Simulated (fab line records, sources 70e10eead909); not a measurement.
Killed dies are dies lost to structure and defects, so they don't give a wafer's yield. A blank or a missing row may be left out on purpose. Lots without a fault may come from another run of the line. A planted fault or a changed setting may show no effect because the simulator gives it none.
Tool commonality check | flow nand_harc | 12 lots, 36 wafers sampled

WHY IT WAS OPENED
At NHARC_P_GATE_CD_MEAS_91 the reading cd_nm is flagged on 1 of 12 lots. Wafers without a fault read 1999.6 nm, standard deviation 1.9.
Rule: a lot is flagged when every wafer of it that has a number lies more than 4 standard deviations from that mean, or none has a number. The other lots count as sound.

lot  | measured     | on        | cd_nm (nm), wafer by wafer | flag
L484 | day 6 08:38  | cd_sem-01 | 1995.8 1996.9 1997.4       |
L485 | day 6 08:48  | cd_sem-02 | 1999.2 2000.0 1998.0       |
L486 | day 7 01:50  | cd_sem-01 | 2002.4 2000.4 2004.9       |
L487 | day 7 05:50  | cd_sem-03 | 1999.5 2001.9 2000.4       |
L490 | day 8 21:07  | cd_sem-03 | 1999.1 1997.6 2002.1       |
L494 | day 10 06:37 | cd_sem-02 | 1997.8 1998.1 1999.4       |
L493 | day 10 07:08 | cd_sem-03 | 2001.6 2000.4 1998.6       |
L495 | day 10 21:23 | cd_sem-02 | 1998.2 1998.6 1999.9       |
L496 | day 10 23:59 | cd_sem-01 | 1998.4 1999.6 2003.7       |
L498 | day 11 19:22 | cd_sem-02 | 2002.8 2000.8 2000.9       |
L499 | day 12 07:05 | cd_sem-02 | 2105.6 2105.8 2105.7       | FLAGGED
L504 | day 14 14:42 | cd_sem-03 | 2001.3 2000.5 1999.1       |
The numbers of the flagged lots are 2105.7 nm on average: +106.1 nm against the usual, or +56 standard deviations.

WHICH TOOL RAN EACH LOT
The record holds 4 process steps before the reading, out of a route of 1302 steps. In each cell: the tool, then ch and the chambers that the sampled wafers went through, then the start.
lot  | flag    | NHARC_P_GATE_ALD_36               | NHARC_P_GATE_DESCUM_61             | NHARC_P_GATE_STRIP_76                | NHARC_P_GATE_EXPOSE_88
L484 |         | ald_sin-01 ch 0,1,2, day 5 18:38  | rie_diel-03 ch 1,3, day 6 07:06    | plasma_asher-02 ch 0,1, day 6 07:44  | krf_scanner-03 ch 0, day 6 08:29
L485 |         | ald_sin-04 ch 1,2,3, day 5 20:53  | rie_diel-10 ch 1,2, day 6 07:07    | plasma_asher-01 ch 0,1, day 6 07:45  | krf_scanner-04 ch 0, day 6 08:38
L486 |         | ald_sin-03 ch 1,2,3, day 6 11:46  | rie_diel-04 ch 0,2,3, day 7 00:25  | plasma_asher-02 ch 0,1, day 7 01:02  | krf_scanner-04 ch 0, day 7 01:41
L487 |         | ald_sin-01 ch 0,1, day 6 15:52    | rie_diel-03 ch 1,2,3, day 7 04:17  | plasma_asher-01 ch 0,1, day 7 04:55  | krf_scanner-02 ch 0, day 7 05:40
L490 |         | ald_sin-01 ch 0,2, day 8 07:55    | rie_diel-04 ch 0,1, day 8 19:34    | plasma_asher-02 ch 0,1, day 8 20:11  | krf_scanner-04 ch 0, day 8 20:57
L494 |         | ald_sin-01 ch 1,2,3, day 9 17:42  | rie_diel-04 ch 1,2,3, day 10 04:57 | plasma_asher-01 ch 0,1, day 10 05:42 | krf_scanner-04 ch 0, day 10 06:28
L493 |         | ald_sin-04 ch 1,2,3, day 9 17:01  | rie_diel-03 ch 0,2,3, day 10 05:35 | plasma_asher-01 ch 0,1, day 10 06:13 | krf_scanner-03 ch 0, day 10 06:59
L495 |         | ald_sin-03 ch 0,1,2, day 10 07:16 | rie_diel-10 ch 1,2, day 10 19:49   | plasma_asher-02 ch 0,1, day 10 20:29 | krf_scanner-02 ch 0, day 10 21:14
L496 |         | ald_sin-01 ch 0,1,3, day 10 11:58 | rie_diel-10 ch 0,1, day 10 22:16   | plasma_asher-02 ch 0,1, day 10 23:05 | krf_scanner-04 ch 0, day 10 23:50
L498 |         | ald_sin-03 ch 0,3, day 11 05:22   | rie_diel-03 ch 1,2, day 11 17:56   | plasma_asher-02 ch 0,1, day 11 18:35 | krf_scanner-02 ch 0, day 11 19:13
L499 | FLAGGED | ald_sin-01 ch 0,2,3, day 11 17:04 | rie_diel-03 ch 1,3, day 12 05:19   | plasma_asher-02 ch 1, day 12 06:11   | krf_scanner-04 ch 0, day 12 06:56
L504 |         | ald_sin-03 ch 0,2,3, day 14 00:50 | rie_diel-04 ch 0,1,2, day 14 13:10 | plasma_asher-01 ch 0,1, day 14 13:47 | krf_scanner-04 ch 0, day 14 14:33
What these steps do:
- NHARC_P_GATE_ALD_36: deposits SiNx, target thk 20 nm, pulse time 60 s, ald cycles 223.
- NHARC_P_GATE_DESCUM_61: chemistry O2, time 3 s.
- NHARC_P_GATE_STRIP_76: strips in O2.
- NHARC_P_GATE_EXPOSE_88: exposes mask P HVN, target cd 2000 nm.
- NHARC_P_GATE_CD_MEAS_91: target cd 2000 nm.

FLAGGED OVER TOTAL, TOOL BY TOOL (the gauges that took the reading come last)
step                    | tool            | lots run | flagged | share of the flagged lots | sound lots run after its first flagged lot
NHARC_P_GATE_ALD_36     | ald_sin-01      | 6        | 1       | all                       | 0
NHARC_P_GATE_ALD_36     | ald_sin-03      | 4        | 0       | none                      | -
NHARC_P_GATE_ALD_36     | ald_sin-04      | 2        | 0       | none                      | -
NHARC_P_GATE_DESCUM_61  | rie_diel-03     | 5        | 1       | all                       | 0
NHARC_P_GATE_DESCUM_61  | rie_diel-04     | 4        | 0       | none                      | -
NHARC_P_GATE_DESCUM_61  | rie_diel-10     | 3        | 0       | none                      | -
NHARC_P_GATE_STRIP_76   | plasma_asher-01 | 5        | 0       | none                      | -
NHARC_P_GATE_STRIP_76   | plasma_asher-02 | 7        | 1       | all                       | 0
NHARC_P_GATE_EXPOSE_88  | krf_scanner-02  | 3        | 0       | none                      | -
NHARC_P_GATE_EXPOSE_88  | krf_scanner-03  | 2        | 0       | none                      | -
NHARC_P_GATE_EXPOSE_88  | krf_scanner-04  | 7        | 1       | all                       | 1 (L504)
NHARC_P_GATE_CD_MEAS_91 | cd_sem-01       | 3        | 0       | none                      | -
NHARC_P_GATE_CD_MEAS_91 | cd_sem-02       | 5        | 1       | all                       | 0
NHARC_P_GATE_CD_MEAS_91 | cd_sem-03       | 4        | 0       | none                      | -

WHAT THE TABLE ALLOWS
5 rows of the table ran every flagged lot: ald_sin-01 at NHARC_P_GATE_ALD_36, rie_diel-03 at NHARC_P_GATE_DESCUM_61, plasma_asher-02 at NHARC_P_GATE_STRIP_76, krf_scanner-04 at NHARC_P_GATE_EXPOSE_88, cd_sem-02 at NHARC_P_GATE_CD_MEAS_91.
- ald_sin-01 at NHARC_P_GATE_ALD_36: 1 of its 6 lots flagged. Its last sound lot is L496 (day 10 11:58), its first flagged lot L499 (day 11 17:04): a fault that began between those two fits.
- rie_diel-03 at NHARC_P_GATE_DESCUM_61: 1 of its 5 lots flagged. Its last sound lot is L498 (day 11 17:56), its first flagged lot L499 (day 12 05:19): a fault that began between those two fits.
- plasma_asher-02 at NHARC_P_GATE_STRIP_76: 1 of its 7 lots flagged. Its last sound lot is L498 (day 11 18:35), its first flagged lot L499 (day 12 06:11): a fault that began between those two fits.
- krf_scanner-04 at NHARC_P_GATE_EXPOSE_88: 1 of its 7 lots flagged. Sound lots ran on it after the first flagged one (L504), which a lasting fault on the whole tool wouldn't allow.
- cd_sem-02 at NHARC_P_GATE_CD_MEAS_91: 1 of its 5 lots flagged. Its last sound lot is L498 (day 11 19:22), its first flagged lot L499 (day 12 07:05): a fault that began between those two fits.
Counting lots can't tell these 4 tools apart, because each fits a fault that began at some hour. More lots, or a look at what each step does to the wafer, might.

WHAT THE SIMULATOR HAD PUT IN
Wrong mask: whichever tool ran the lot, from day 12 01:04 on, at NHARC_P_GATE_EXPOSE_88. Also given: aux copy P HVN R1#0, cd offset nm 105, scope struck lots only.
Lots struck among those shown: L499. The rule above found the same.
